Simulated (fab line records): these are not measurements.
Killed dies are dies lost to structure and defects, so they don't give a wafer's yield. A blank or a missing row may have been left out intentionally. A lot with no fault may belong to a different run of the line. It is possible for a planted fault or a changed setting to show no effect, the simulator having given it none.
fab line records + flow n5Finfet
record:
- lots: 7
- wafers: 21
route steps=1938 shown BEOL_M6@1224 BEOL_M7@1266 BEOL_M9@1408
startH: hours from the record's opening day to when the first of the lot's shown wafers began + waitH: hours since the lot's step before + " unchanged from the row above + L1.1+2: several wafers, shown together as one row + - value missing, or start not given + * or withheld: withheld + < > ~ a bound
route shown NAME@n: a module of which the file shows steps, and the number in the route of the first + usual: mean/standard deviation of fault-free wafers + same: alike in all rows + chamber/n: place in a boat + sites: each site's reading + _std_site: their standard deviation + _edge_site: outer sites' mean less inner sites' + radiusMm: for every site, how far away it sits from the centre of the wafer + mask NAME#n: copy n + behind: the last tool/chamber to shape the wafer + hold: reason for holding the lot/hours on hold/outcome of the hold + device: names the non-switching transistor (n, p or np) + end of line: tests run on the same wafers once the route is complete + step lacking rows: just its recipe + killed: not the wafer's yield, but the dies lost to structure and defects at the first sort + map: shows each die of a wafer: x if killed, . if not, _ if none is there
set.NAME: the run value of the setting; set.NAME@STEP: its run value at that earlier step + model.NAME: the simulator's own value behind a step, which no gauge read
lots where settings were altered on purpose, with a table for each step and a row for each wafer
== steps ==
step: N5_BEOL_M6_EXPOSE_25
recipe:
- maskId: V5
- na: 0.33
- sourceShape: annular
- sigmaInner: 0.4
- sigmaOuter: 0.8
- polarization: unpolarized
- targetCdNm: 40
- doseMj: 45
| lot.wafer  | tool          | chamber | startH | waitH | mask | set.doseMj |
|------------|---------------|---------|--------|-------|------|------------|
| L077.3+5   | euvScanner-01 | 0       | 190.12 | -     | V5#0 | 45         |
| L077.4     | "             | 0       | "      | "     | V5#0 | 43.49      |
| L078.2+6   | euvScanner-01 | 0       | 219.98 | -     | V5#0 | 45         |
| L078.5     | "             | 0       | "      | "     | V5#0 | 47.89      |
| L082.1+2+5 | euvScanner-01 | 0       | 225.38 | -     | V5#0 | 45         |
| L090.1     | euvScanner-01 | 0       | 273.57 | -     | V5#0 | 48.03      |
| L090.3+6   | "             | 0       | "      | "     | V5#0 | 45         |
| L091.1+3+4 | euvScanner-01 | 0       | 283.63 | -     | V5#0 | 45         |
| L095.1     | euvScanner-01 | 0       | 307.21 | -     | V5#0 | 42.79      |
| L095.3+5   | "             | 0       | "      | "     | V5#0 | 45         |
| L097.1+2+4 | euvScanner-01 | 0       | 322.87 | -     | V5#0 | 45         |
step: N5_BEOL_M6_PEB_26
recipe:
- pebTempC: 100
- pebTimeS: 60
- resist: CAR-EUV
step: N5_BEOL_M6_DEVELOP_27
recipe:
- developTimeS: 30
- developer: TMAH
- resist: CAR-EUV
- rinseLiquid: surfactantRinse
- dry: airSpin
- devTempC: 23
step: N5_BEOL_M6_CD_MEAS_28
recipe:
- targetCdNm: 40
- landingEnergyEv: 500
- detector: seInlens
usual:
- cdNm: 40.03/0.22
| lot.wafer | tool     | chamber | startH | waitH | set.doseMj@BEOL_M6_EXPOSE_25 | cdNm  |
|-----------|----------|---------|--------|-------|------------------------------|-------|
| L077.3    | cdSem-03 | 0       | 190.24 | -     | 45                           | 40.42 |
| L077.4    | "        | 0       | "      | "     | 43.49                        | 39.13 |
| L077.5    | "        | 0       | "      | "     | 45                           | 39.52 |
| L078.2    | cdSem-03 | 0       | 220.11 | -     | 45                           | 40.35 |
| L078.5    | "        | 0       | "      | "     | 47.89                        | 41.70 |
| L078.6    | "        | 0       | "      | "     | 45                           | 40.37 |
| L082.1    | cdSem-01 | 0       | 225.52 | -     | 45                           | 40.08 |
| L082.2    | "        | 0       | "      | "     | 45                           | 39.93 |
| L082.5    | "        | 0       | "      | "     | 45                           | 40.12 |
| L090.1    | cdSem-02 | 0       | 273.70 | -     | 48.03                        | 41.44 |
| L090.3    | "        | 0       | "      | "     | 45                           | 40.00 |
| L090.6    | "        | 0       | "      | "     | 45                           | 40.18 |
| L091.1    | cdSem-01 | 0       | 283.77 | -     | 45                           | 39.83 |
| L091.3    | "        | 0       | "      | "     | 45                           | 40.03 |
| L091.4    | "        | 0       | "      | "     | 45                           | 39.68 |
| L095.1    | cdSem-01 | 0       | 307.34 | -     | 42.79                        | 38.83 |
| L095.3    | "        | 0       | "      | "     | 45                           | 39.72 |
| L095.5    | "        | 0       | "      | "     | 45                           | 39.85 |
| L097.1    | cdSem-03 | 0       | 323.00 | -     | 45                           | 40.04 |
| L097.2    | "        | 0       | "      | "     | 45                           | 40.03 |
| L097.4    | "        | 0       | "      | "     | 45                           | 40.21 |
step: N5_BEOL_M6_DESCUM_33
recipe:
- chemistry: O2
- timeS: 7
- sourcePowerW: 50
- biasPowerW: 20
- pressureMtorr: 20
- rfFrequencyHz: 2.712e+07
- tempC: 40
- resist: CAR-EUV
- o2FlowSccm: 225
| lot.wafer  | tool       | chamber | startH | waitH | set.doseMj@BEOL_M6_EXPOSE_25 | model.BEOL_M6.cdNm |
|------------|------------|---------|--------|-------|------------------------------|--------------------|
| L077.3     | rieDiel-06 | 3       | 190.59 | 0.3   | 45                           | 40.2               |
| L077.4     | "          | 2       | "      | "     | 43.49                        | 39.2               |
| L077.5     | "          | 3       | "      | "     | 45                           | 40                 |
| L078.2+6   | rieDiel-02 | 2,3     | 220.23 | 0.0   | 45                           | 40.2               |
| L078.5     | "          | 0       | "      | "     | 47.89                        | 41.6               |
| L082.1     | rieDiel-06 | 1       | 225.78 | 0.2   | 45                           | 39.8               |
| L082.2+5   | "          | 3,2     | "      | "     | 45                           | 40                 |
| L090.1     | rieDiel-06 | 2       | 273.82 | 0.0   | 48.03                        | 41.6               |
| L090.3+6   | "          | 3,0     | "      | "     | 45                           | 40.2               |
| L091.1+3+4 | rieDiel-06 | 1,0,2   | 283.89 | 0.0   | 45                           | 40                 |
| L095.1     | rieDiel-04 | 3       | 307.47 | 0.0   | 42.79                        | 38.8               |
| L095.3+5   | "          | 2,1     | "      | "     | 45                           | 40                 |
| L097.1+2   | rieDiel-06 | 3,1     | 323.13 | 0.0   | 45                           | 40                 |
| L097.4     | "          | 2       | "      | "     | 45                           | 40.2               |
step: N5_BEOL_M6_ETCH_72
recipe:
- chemistry: N2/H2
- target: underlayer
- targetDepthA: 65
- maskMaterial: CAR-EUV
- timeS: 5.2
- ionEnergyEv: 200
- pressureMtorr: 30
- sourceW: 840
- biasW: 150
- n2FlowSccm: 200
- h2FlowSccm: 200
- ends: cleared
step: N5_BEOL_M6_ETCH_65
recipe:
- chemistry: CF4
- target: SiARC
- targetDepthA: 156
- maskMaterial: CAR-EUV
- timeS: 26
- ionEnergyEv: 80
- pressureMtorr: 40
- sourceW: 545
- biasW: 36
- Ar_flow_sccm: 100
- cf4FlowSccm: 100
- ends: cleared
| lot.wafer  | tool       | chamber | startH | waitH | set.doseMj@BEOL_M6_EXPOSE_25 | model.BEOL_M6.cdNm |
|------------|------------|---------|--------|-------|------------------------------|--------------------|
| L077.3     | rieDiel-06 | 3       | 190.64 | 0.0   | 45                           | 40.2               |
| L077.4     | "          | 2       | "      | "     | 43.49                        | 39.2               |
| L077.5     | "          | 3       | "      | "     | 45                           | 40                 |
| L078.2     | rieDiel-02 | 2       | 220.28 | 0.0   | 45                           | 40.2               |
| L078.5     | "          | 0       | "      | "     | 47.89                        | 41.4               |
| L078.6     | "          | 3       | "      | "     | 45                           | 40.4               |
| L082.1+2+5 | rieDiel-06 | 1,3,2   | 225.84 | 0.0   | 45                           | 40                 |
| L090.1     | rieDiel-06 | 2       | 273.88 | 0.0   | 48.03                        | 41.6               |
| L090.3+6   | "          | 3,0     | "      | "     | 45                           | 40.2               |
| L091.1     | rieDiel-06 | 1       | 283.94 | 0.0   | 45                           | 40.2               |
| L091.3     | "          | 0       | "      | "     | 45                           | 40                 |
| L091.4     | "          | 2       | "      | "     | 45                           | 39.8               |
| L095.1     | rieDiel-04 | 3       | 307.52 | 0.0   | 42.79                        | 38.8               |
| L095.3+5   | "          | 2,1     | "      | "     | 45                           | 40                 |
| L097.1     | rieDiel-06 | 3       | 323.18 | 0.0   | 45                           | 40                 |
| L097.2+4   | "          | 1,2     | "      | "     | 45                           | 40.2               |
step: N5_BEOL_M6_ETCH_66
recipe:
- chemistry: N2/H2
- target: SOC
- targetDepthA: 800
- overetchA: 160
- maskMaterial: SiARC
- tempC: 40
- timeS: 120
- ionEnergyEv: 200
- pressureMtorr: 30
- sourceW: 840
- biasW: 150
- n2FlowSccm: 200
- h2FlowSccm: 200
| lot.wafer | tool       | chamber | startH | waitH | set.doseMj@BEOL_M6_EXPOSE_25 | model.BEOL_M6.cdNm |
|-----------|------------|---------|--------|-------|------------------------------|--------------------|
| L077.3    | rieDiel-06 | 3       | 190.67 | 0.0   | 45                           | 40.2               |
| L077.4    | "          | 2       | "      | "     | 43.49                        | 39.2               |
| L077.5    | "          | 3       | "      | "     | 45                           | 40                 |
| L078.2+6  | rieDiel-02 | 2,3     | 220.31 | 0.0   | 45                           | 40.4               |
| L078.5    | "          | 0       | "      | "     | 47.89                        | 41.4               |
| L082.1+2  | rieDiel-06 | 1,3     | 225.86 | 0.0   | 45                           | 40                 |
| L082.5    | "          | 2       | "      | "     | 45                           | 39.8               |
| L090.1    | rieDiel-06 | 2       | 273.90 | 0.0   | 48.03                        | 41.4               |
| L090.3    | "          | 3       | "      | "     | 45                           | 40.4               |
| L090.6    | "          | 0       | "      | "     | 45                           | 40.2               |
| L091.1    | rieDiel-06 | 1       | 283.97 | 0.0   | 45                           | 40.2               |
| L091.3    | "          | 0       | "      | "     | 45                           | 40                 |
| L091.4    | "          | 2       | "      | "     | 45                           | 39.8               |
| L095.1    | rieDiel-04 | 3       | 307.55 | 0.0   | 42.79                        | 39                 |
| L095.3    | "          | 2       | "      | "     | 45                           | 39.8               |
| L095.5    | "          | 1       | "      | "     | 45                           | 40.2               |
| L097.1    | rieDiel-06 | 3       | 323.21 | 0.0   | 45                           | 39.8               |
| L097.2+4  | "          | 1,2     | "      | "     | 45                           | 40                 |
step: N5_BEOL_M6_STRIP_69
recipe:
- chemistry: N2/H2
- tempC: 40
- n2FlowSccm: 200
- h2FlowSccm: 200
- rfFrequencyHz: 6e+07
step: N5_BEOL_M6_STRIP_73
recipe:
- chemistry: N2/H2
- tempC: 40
- n2FlowSccm: 200
- h2FlowSccm: 200
- rfFrequencyHz: 6e+07
step: N5_BEOL_M6_VIA_ETCH_34
recipe:
- chemistry: C4F6/O2
- target: SiCOH_lowk
- targetDepthA: 1263
- maskMaterial: SOC
- taperDeg: 4
- timeS: 50.9
- ionEnergyEv: 250
- pressureMtorr: 30
- sourceW: 345
- biasW: 185
- Ar_flow_sccm: 300
- C4F6_flow_sccm: 10
- O2_flow_sccm: 10
| lot.wafer | tool       | chamber | startH | waitH | set.doseMj@BEOL_M6_EXPOSE_25 | model.BEOL_M6.cdNm |
|-----------|------------|---------|--------|-------|------------------------------|--------------------|
| L077.3    | rieDiel-06 | 3       | 190.77 | 0.0   | 45                           | 40.2               |
| L077.4    | "          | 2       | "      | "     | 43.49                        | 39.2               |
| L077.5    | "          | 3       | "      | "     | 45                           | 40                 |
| L078.2+6  | rieDiel-02 | 2,3     | 220.41 | 0.0   | 45                           | 40.2               |
| L078.5    | "          | 0       | "      | "     | 47.89                        | 41.4               |
| L082.1    | rieDiel-06 | 1       | 225.96 | 0.0   | 45                           | 40                 |
| L082.2+5  | "          | 3,2     | "      | "     | 45                           | 39.8               |
| L090.1    | rieDiel-06 | 2       | 274.01 | 0.0   | 48.03                        | 41.4               |
| L090.3+6  | "          | 3,0     | "      | "     | 45                           | 40.2               |
| L091.1    | rieDiel-06 | 1       | 284.07 | 0.0   | 45                           | 40.2               |
| L091.3    | "          | 0       | "      | "     | 45                           | 40                 |
| L091.4    | "          | 2       | "      | "     | 45                           | 39.8               |
| L095.1    | rieDiel-04 | 3       | 307.65 | 0.0   | 42.79                        | 39                 |
| L095.3    | "          | 2       | "      | "     | 45                           | 40                 |
| L095.5    | "          | 1       | "      | "     | 45                           | 40.2               |
| L097.1    | rieDiel-06 | 3       | 323.31 | 0.0   | 45                           | 39.8               |
| L097.2    | "          | 1       | "      | "     | 45                           | 40.2               |
| L097.4    | "          | 2       | "      | "     | 45                           | 40                 |
step: N5_BEOL_M7_PECVD_70
recipe:
- material: SiO2
- targetThkA: 200
- tempC: 400
- precursor: TEOS/O2
- pressureTorr: 5.5
- rfW: 450
- teosFlowSccm: 53.8
- gas: O2
- flowSccm: 3000
- timeS: 22.7
| lot.wafer | tool     | chamber | startH | waitH | set.tempC | model.SiO2_of_BEOL_M7_PECVD_70.thkNm |
|-----------|----------|---------|--------|-------|-----------|--------------------------------------|
| L077.3    | pecvd-01 | 1       | 194.49 | 0.0   | 411.2     | 18.8                                 |
| L077.4    | "        | 0       | "      | "     | 400       | 20.6                                 |
| L077.5    | "        | 1       | "      | "     | 400       | 20.2                                 |
| L078.2    | pecvd-03 | 2       | 224.27 | 0.0   | 407.8     | 18.8                                 |
| L078.5    | "        | 1       | "      | "     | 407.8     | 19                                   |
| L078.6    | "        | 2       | "      | "     | 407.8     | 19.2                                 |
| L082.1    | pecvd-01 | 2       | 231.66 | 0.0   | 400       | 19.6                                 |
| L082.2    | "        | 0       | "      | "     | 392       | 20.6                                 |
| L082.5    | "        | 1       | "      | "     | 400       | 19.8                                 |
| L090.1+3  | pecvd-01 | 1,2     | 277.44 | 0.0   | 400       | 19.6                                 |
| L090.6    | "        | 1       | "      | "     | 383.7     | 22                                   |
| L091.1+4  | pecvd-03 | 1,2     | 287.61 | 0.0   | 416.6     | 17.8                                 |
| L091.3    | "        | 2       | "      | "     | 400       | 19.8                                 |
| L095.1    | pecvd-03 | 0       | 311.54 | 0.0   | 407.4     | 18.6                                 |
| L095.3    | "        | 2       | "      | "     | 400       | 20                                   |
| L095.5    | "        | 1       | "      | "     | 407.4     | 19                                   |
| L097.1+2  | pecvd-01 | 1,2     | 327.18 | 0.0   | 400       | 19.8                                 |
| L097.4    | "        | 1       | "      | "     | 400       | 20                                   |
step: N5_BEOL_M7_HM_DEP_02
recipe:
- material: TiN
- targetThkA: 200
- tempC: 25
- chamberPressurePa: 0.49996
| lot.wafer | tool          | chamber | startH | waitH | set.targetThkA | model.TiN_of_BEOL_M7_HM_DEP_02.thkNm |
|-----------|---------------|---------|--------|-------|----------------|--------------------------------------|
| L077.3    | pvdSputter-02 | -       | 195.65 | 1.1   | 186.5          | 18.6                                 |
| L077.4    | "             | -       | "      | "     | 186.5          | 18.8                                 |
| L077.5    | "             | -       | "      | "     | 200            | 19.8                                 |
| L078.2    | pvdSputter-02 | -       | 225.15 | 0.9   | 200            | 19.8                                 |
| L078.5    | "             | -       | "      | "     | 217.9          | 22                                   |
| L078.6    | "             | -       | "      | "     | 200            | 20                                   |
| L082.1+5  | pvdSputter-02 | -       | 233.13 | 1.5   | 212.7          | 21.4                                 |
| L082.2    | "             | -       | "      | "     | 200            | 20.4                                 |
| L090.1+6  | pvdSputter-02 | -       | 277.98 | 0.5   | 200            | 20                                   |
| L090.3    | "             | -       | "      | "     | 187.2          | 18.6                                 |
| L091.1    | pvdSputter-01 | -       | 288.14 | 0.5   | 200            | 20                                   |
| L091.3+4  | "             | -       | "      | "     | 200            | 19.8                                 |
| L095.1    | pvdSputter-01 | -       | 312.66 | 1.1   | 193.1          | 19                                   |
| L095.3    | "             | -       | "      | "     | 193.1          | 19.2                                 |
| L095.5    | "             | -       | "      | "     | 200            | 19.6                                 |
| L097.1+4  | pvdSputter-03 | -       | 328.44 | 1.2   | 200            | 19.8                                 |
| L097.2    | "             | -       | "      | "     | 200            | 20                                   |
step: N5_BEOL_M7_COAT_59
recipe:
- resist: SOC
- tempC: 250
- timeS: 60
- spinRpm: 1500
- resistThkNm: 100
step: N5_BEOL_M7_COAT_60
recipe:
- resist: SiARC
- tempC: 220
- timeS: 60
- spinRpm: 1500
- resistThkNm: 35
step: N5_BEOL_M7_STRIP_68
recipe:
- chemistry: N2/H2
- tempC: 40
- n2FlowSccm: 200
- h2FlowSccm: 200
- rfFrequencyHz: 6e+07
step: N5_BEOL_M7_STRIP_67
recipe:
- chemistry: CF4
- resist: SiARC
- powerW: 300
- biasPowerW: 75
- pressureMtorr: 50
- cf4FlowSccm: 150
- rfFrequencyHz: 6e+07
step: N5_BEOL_M7_HM_OPEN_17
recipe:
- chemistry: Cl2/BCl3
- targetDepthA: 200
- overetchA: 60
- target: TiN
- maskMaterial: SOC
- ionEnergyEv: 150
- pressureMtorr: 10
- icpW: 1000
- biasW: 126
- Cl2_flow_sccm: 53.25
- bcl3FlowSccm: 21.75
- Ar_flow_sccm: 25
| lot.wafer | tool        | chamber | startH | waitH | set.targetThkA@BEOL_M7_HM_DEP_02 | model.etch.depthNm |
|-----------|-------------|---------|--------|-------|----------------------------------|--------------------|
| L077.3    | rieMetal-01 | 0       | 196.61 | 0.1   | 186.5                            | 18.55              |
| L077.4    | "           | 0       | "      | "     | 186.5                            | 18.81              |
| L077.5    | "           | 0       | "      | "     | 200                              | 19.79              |
| L078.2    | rieMetal-01 | 0       | 226.37 | 0.0   | 200                              | 19.79              |
| L078.5    | "           | 0       | "      | "     | 217.9                            | 21.94              |
| L078.6    | "           | 1       | "      | "     | 200                              | 20.03              |
| L082.1    | rieMetal-02 | 1       | 233.87 | 0.0   | 212.7                            | 21.45              |
| L082.2    | "           | 0       | "      | "     | 200                              | 20.41              |
| L082.5    | "           | 1       | "      | "     | 212.7                            | 21.42              |
| L090.1    | rieMetal-03 | 0       | 278.84 | 0.0   | 200                              | 20.01              |
| L090.3    | "           | 0       | "      | "     | 187.2                            | 18.6               |
| L090.6    | "           | 1       | "      | "     | 200                              | 20.05              |
| L091.1    | rieMetal-02 | 0       | 288.91 | 0.0   | 200                              | 20.02              |
| L091.3    | "           | 1       | "      | "     | 200                              | 19.76              |
| L091.4    | "           | 0       | "      | "     | 200                              | 19.84              |
| L095.1    | rieMetal-01 | 0       | 313.53 | 0.0   | 193.1                            | 18.99              |
| L095.3    | "           | 1       | "      | "     | 193.1                            | 19.18              |
| L095.5    | "           | 1       | "      | "     | 200                              | 19.58              |
| L097.1    | rieMetal-01 | 1       | 329.40 | 0.0   | 200                              | 19.71              |
| L097.2    | "           | 0       | "      | "     | 200                              | 19.98              |
| L097.4    | "           | 0       | "      | "     | 200                              | 19.81              |
step: N5_BEOL_M7_TRENCH_ETCH_37
recipe:
- chemistry: C4F6/O2
- targetDepthA: 934.78
- target: SiCOH_lowk
- timeS: 31.2
- ionEnergyEv: 250
- pressureMtorr: 30
- sourceW: 345
- biasW: 185
- Ar_flow_sccm: 300
- C4F6_flow_sccm: 10
- O2_flow_sccm: 10
usual:
- rfVppV: 664/5.7
| lot.wafer | tool       | chamber | startH | waitH | set.biasW | rfVppV | model.BEOL_M7.featureDepthNm | model.etch.depthNm |
|-----------|------------|---------|--------|-------|-----------|--------|------------------------------|--------------------|
| L077.3    | rieDiel-03 | 3       | -      | -     | 185       | 662    | 93                           | 92.93              |
| L077.4    | "          | 1       | "      | "     | 185       | 672    | 93.4                         | 93.39              |
| L077.5    | "          | 0       | "      | "     | 154.7     | 583    | 86.8                         | 86.89              |
| L078.2    | rieDiel-03 | 0       | -      | -     | 163.5     | 608    | 88                           | 87.95              |
| L078.5    | "          | 1       | "      | "     | 163.5     | 607    | 91                           | 90.92              |
| L078.6    | "          | 2       | "      | "     | 185       | 661    | 92.4                         | 92.33              |
| L082.1    | rieDiel-03 | 0       | -      | -     | 185       | 673    | 91.6                         | 91.59              |
| L082.2    | "          | 1       | "      | "     | 185       | 669    | 93.2                         | 93.27              |
| L082.5    | "          | 2       | "      | "     | 163.8     | 601    | 88.2                         | 88.18              |
| L090.1    | rieDiel-03 | 3       | -      | -     | 185       | 663    | 93.8                         | 93.85              |
| L090.3    | "          | 2       | "      | "     | 185       | 660    | 93                           | 93.05              |
| L090.6    | "          | 3       | "      | "     | 185       | 663    | 93                           | 92.97              |
| L091.1    | rieDiel-05 | 0       | -      | -     | 156.9     | 575    | 89.6                         | 89.65              |
| L091.3    | "          | 2       | "      | "     | 185       | 657    | 91.2                         | 91.3               |
| L091.4    | "          | 1       | "      | "     | 185       | 672    | 95                           | 95                 |
| L095.1    | rieDiel-01 | 0       | -      | -     | 185       | 665    | 95.4                         | 95.43              |
| L095.3    | "          | 1       | "      | "     | 171.1     | 628    | 91.6                         | 91.66              |
| L095.5    | "          | 1       | "      | "     | 185       | 667    | 94.6                         | 94.64              |
| L097.1    | rieDiel-05 | 1       | -      | -     | 185       | 671    | 95.4                         | 95.3               |
| L097.2    | "          | 2       | "      | "     | 185       | 658    | 92.8                         | 92.84              |
| L097.4    | "          | 0       | "      | "     | 185       | 658    | 94.8                         | 94.78              |
step: N5_BEOL_M7_ETCH_41
recipe:
- chemistry: CH3F/O2
- target: SiCN
- targetDepthA: 319
- taperDeg: 2
- timeS: 57.8
- ionEnergyEv: 120
- maskMaterial: TiN
- pressureMtorr: 30
- sourceW: 395
- biasW: 75
- Ar_flow_sccm: 150
- CH3F_flow_sccm: 30
- O2_flow_sccm: 20
usual:
- rfVppV: 297.5/1.8
| lot.wafer | tool       | chamber | startH | waitH | set.sourceW | rfVppV |
|-----------|------------|---------|--------|-------|-------------|--------|
| L077.3    | rieDiel-03 | 3       | -      | -     | 395         | 296.2  |
| L077.4    | "          | 1       | "      | "     | 348.9       | 311.2  |
| L077.5    | "          | 0       | "      | "     | 348.9       | 310.1  |
| L078.2    | rieDiel-03 | 0       | -      | -     | 455.2       | 283.3  |
| L078.5    | "          | 1       | "      | "     | 455.2       | 284.0  |
| L078.6    | "          | 2       | "      | "     | 395         | 299.9  |
| L082.1    | rieDiel-03 | 0       | -      | -     | 395         | 298.8  |
| L082.2    | "          | 1       | "      | "     | 395         | 298.5  |
| L082.5    | "          | 2       | "      | "     | 395         | 298.6  |
| L090.1    | rieDiel-03 | 3       | -      | -     | 395         | 294.4  |
| L090.3    | "          | 2       | "      | "     | 395         | 298.7  |
| L090.6    | "          | 3       | "      | "     | 395         | 296.3  |
| L091.1    | rieDiel-05 | 0       | -      | -     | 455.9       | 282.6  |
| L091.3    | "          | 2       | "      | "     | 455.9       | 280.7  |
| L091.4    | "          | 1       | "      | "     | 395         | 297.0  |
| L095.1    | rieDiel-01 | 0       | -      | -     | 395         | 298.2  |
| L095.3    | "          | 1       | "      | "     | 395         | 299.9  |
| L095.5    | "          | 1       | "      | "     | 395         | 300.9  |
| L097.1    | rieDiel-05 | 1       | -      | -     | 395         | 296.4  |
| L097.2    | "          | 2       | "      | "     | 395         | 296.0  |
| L097.4    | "          | 0       | "      | "     | 395         | 297.3  |
step: N5_BEOL_M7_STRIP_80
recipe:
- chemistry: N2/H2
- timeS: 10
- powerW: 450
- tempC: 40
- pressureMtorr: 20
- rfFrequencyHz: 6e+07
- biasPowerW: 7
- n2FlowSccm: 200
- h2FlowSccm: 200
step: N5_BEOL_M7_OCD_MEAS_38
usual:
- trenchDepthNm: 93.9/1.5
| lot.wafer | tool   | chamber | startH | waitH | set.biasW@BEOL_M7_TRENCH_ETCH_37 | trenchDepthNm |
|-----------|--------|---------|--------|-------|----------------------------------|---------------|
| L077.3    | ocd-02 | -       | 197.68 | -     | 185                              | 93.0          |
| L077.4    | "      | -       | "      | "     | 185                              | 93.6          |
| L077.5    | "      | -       | "      | "     | 154.7                            | 87.0          |
| L078.2    | ocd-01 | -       | 230.06 | -     | 163.5                            | 88.1          |
| L078.5    | "      | -       | "      | "     | 163.5                            | 91.1          |
| L078.6    | "      | -       | "      | "     | 185                              | 91.9          |
| L082.1    | ocd-01 | -       | 236.38 | -     | 185                              | 91.6          |
| L082.2    | "      | -       | "      | "     | 185                              | 93.0          |
| L082.5    | "      | -       | "      | "     | 163.8                            | 87.7          |
| L090.1    | ocd-02 | -       | 281.41 | -     | 185                              | 94.2          |
| L090.3    | "      | -       | "      | "     | 185                              | 93.1          |
| L090.6    | "      | -       | "      | "     | 185                              | 92.5          |
| L091.1    | ocd-01 | -       | 290.07 | -     | 156.9                            | 89.4          |
| L091.3    | "      | -       | "      | "     | 185                              | 91.4          |
| L091.4    | "      | -       | "      | "     | 185                              | 95.1          |
| L095.1    | ocd-01 | -       | 316.37 | -     | 185                              | 95.5          |
| L095.3    | "      | -       | "      | "     | 171.1                            | 91.9          |
| L095.5    | "      | -       | "      | "     | 185                              | 94.8          |
| L097.1    | ocd-01 | -       | 331.78 | -     | 185                              | 95.3          |
| L097.2    | "      | -       | "      | "     | 185                              | 93.2          |
| L097.4    | "      | -       | "      | "     | 185                              | 94.9          |
step: N5_BEOL_M9_COAT_05
recipe:
- resist: CAR-ArF
- spinRpm: 1500
- resistThkNm: 90
| lot.wafer  | tool          | chamber | startH | waitH | set.spinRpm | model.CAR-ArF_of_BEOL_M9_COAT_05.thkNm |
|------------|---------------|---------|--------|-------|-------------|----------------------------------------|
| L077.3+4   | lithoTrack-05 | 0       | -      | -     | 1500        | 90                                     |
| L077.5     | "             | 0       | "      | "     | 1500        | 90.2                                   |
| L078.2     | lithoTrack-04 | 0       | -      | -     | 1371        | 93.6                                   |
| L078.5     | "             | 0       | "      | "     | 1500        | 89.4                                   |
| L078.6     | "             | 0       | "      | "     | 1371        | 93.8                                   |
| L082.1     | lithoTrack-04 | 0       | -      | -     | 1356        | 94.4                                   |
| L082.2+5   | "             | 0       | "      | "     | 1500        | 89.8                                   |
| L090.1+3   | lithoTrack-05 | 0       | -      | -     | 1500        | 90                                     |
| L090.6     | "             | 0       | "      | "     | 1566        | 88.2                                   |
| L091.1     | lithoTrack-04 | 0       | -      | -     | 1399        | 93.4                                   |
| L091.3     | "             | 0       | "      | "     | 1500        | 90.4                                   |
| L091.4     | "             | 0       | "      | "     | 1500        | 90.2                                   |
| L095.1+3   | lithoTrack-05 | 0       | -      | -     | 1500        | 90.2                                   |
| L095.5     | "             | 0       | "      | "     | 1500        | 90.6                                   |
| L097.1+2+4 | lithoTrack-02 | 0       | -      | -     | 1500        | 90.6                                   |
== key ==
split:
- step: N5_BEOL_M6_EXPOSE_25
- setting: doseMj
- stated: 45
- by: wafer
response:
- step: N5_BEOL_M6_CD_MEAS_28
- reading: cdNm
- change: +0.207
- per: 1%
- r: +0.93
response:
- step: N5_BEOL_M6_DESCUM_33
- reading: model.BEOL_M6.cdNm
- change: +0.224
- per: 1%
- r: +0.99
response:
- step: N5_BEOL_M6_ETCH_65
- reading: model.BEOL_M6.cdNm
- change: +0.208
- per: 1%
- r: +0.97
response:
- step: N5_BEOL_M6_ETCH_66
- reading: model.BEOL_M6.cdNm
- change: +0.178
- per: 1%
- r: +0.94
response:
- step: N5_BEOL_M6_VIA_ETCH_34
- reading: model.BEOL_M6.cdNm
- change: +0.198
- per: 1%
- r: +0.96
split:
- step: N5_BEOL_M7_PECVD_70
- setting: tempC
- stated: 400
- by: wafer
response:
- step: N5_BEOL_M7_PECVD_70
- reading: model.SiO2_of_BEOL_M7_PECVD_70.thkNm
- change: -0.541
- per: 1%
- r: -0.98
split:
- step: N5_BEOL_M7_HM_DEP_02
- setting: targetThkA
- stated: 200
- by: wafer
response:
- step: N5_BEOL_M7_HM_DEP_02
- reading: model.TiN_of_BEOL_M7_HM_DEP_02.thkNm
- change: +0.198
- per: 1%
- r: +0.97
response:
- step: N5_BEOL_M7_HM_OPEN_17
- reading: model.etch.depthNm
- change: +0.197
- per: 1%
- r: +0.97
split:
- step: N5_BEOL_M7_TRENCH_ETCH_37
- setting: biasW
- stated: 185
- by: wafer
response:
- step: N5_BEOL_M7_TRENCH_ETCH_37
- reading: rfVppV
- change: +5.41
- per: 1%
- r: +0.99
response:
- step: N5_BEOL_M7_TRENCH_ETCH_37
- reading: model.BEOL_M7.featureDepthNm
- change: +0.323
- per: 1%
- r: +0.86
response:
- step: N5_BEOL_M7_TRENCH_ETCH_37
- reading: model.etch.depthNm
- change: +0.321
- per: 1%
- r: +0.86
response:
- step: N5_BEOL_M7_OCD_MEAS_38
- reading: trenchDepthNm
- change: +0.323
- per: 1%
- r: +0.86
split:
- step: N5_BEOL_M7_ETCH_41
- setting: sourceW
- stated: 395
- by: wafer
response:
- step: N5_BEOL_M7_ETCH_41
- reading: rfVppV
- change: -1.08
- per: 1%
- r: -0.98
split:
- step: N5_BEOL_M9_COAT_05
- setting: spinRpm
- stated: 1500
- by: wafer
response:
- step: N5_BEOL_M9_COAT_05
- reading: model.CAR-ArF_of_BEOL_M9_COAT_05.thkNm
- change: -0.476
- per: 1%
- r: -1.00
